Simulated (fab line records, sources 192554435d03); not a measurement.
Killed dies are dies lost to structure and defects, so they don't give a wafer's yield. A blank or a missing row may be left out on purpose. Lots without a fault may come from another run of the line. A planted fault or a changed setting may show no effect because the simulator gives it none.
Chamber matching | flow n5_finfet | N5_BEOL_M2_DESCUM_33 on rie_diel-04: 4 sister chambers
The step chemistry O2, time 7 s. 4 wafers are shown with their chamber, then 8 later ones without.

WAFERS WITH THEIR CHAMBER
wafer  | chamber | showerhead_plenum_p_Torr (Torr)
L089.1 | 1       | 2.22
L089.3 | 3       | 2.22
L089.6 | 0       | 2.19
L088.1 | 2       | 2.07

WAFERS WITHOUT THEIR CHAMBER
wafer  | showerhead_plenum_p_Torr (Torr)
L088.3 | 2.19
L088.4 | 2.22
L094.1 | 2.07
L094.2 | 2.18
L094.5 | 2.21
L096.1 | 2.07
L096.4 | 2.18
L096.5 | 2.21

WHICH CHAMBER EACH WENT THROUGH
wafer  | from the rows above          | in truth
L088.3 | 0                            | 0
L088.4 | can't be placed: 1 or 3      | 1
L094.1 | 2                            | 2
L094.2 | 0                            | 0
L094.5 | can't be placed: 1 or 3 or 0 | 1
L096.1 | 2                            | 2
L096.4 | 0                            | 0
L096.5 | can't be placed: 1 or 3 or 0 | 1
Placed correctly: 5 of 8. Can't be placed from these rows: 3 (the true chamber is among the candidates in 3). Placed wrongly: 0.
How it was worked out, from the rows above alone: a wafer's distance from a chamber is the root of the sum, over the readings, of the square of ((its reading less the chamber's mean) divided by the reading's scatter). The wafer belongs to the nearest chamber; if the next one is less than 2 further off, it can't be placed. A chamber's mean is the mean of its shown wafers. The scatter: with one shown wafer a chamber, the root of the mean of the squares of how far each hidden wafer lies from its nearest shown one.
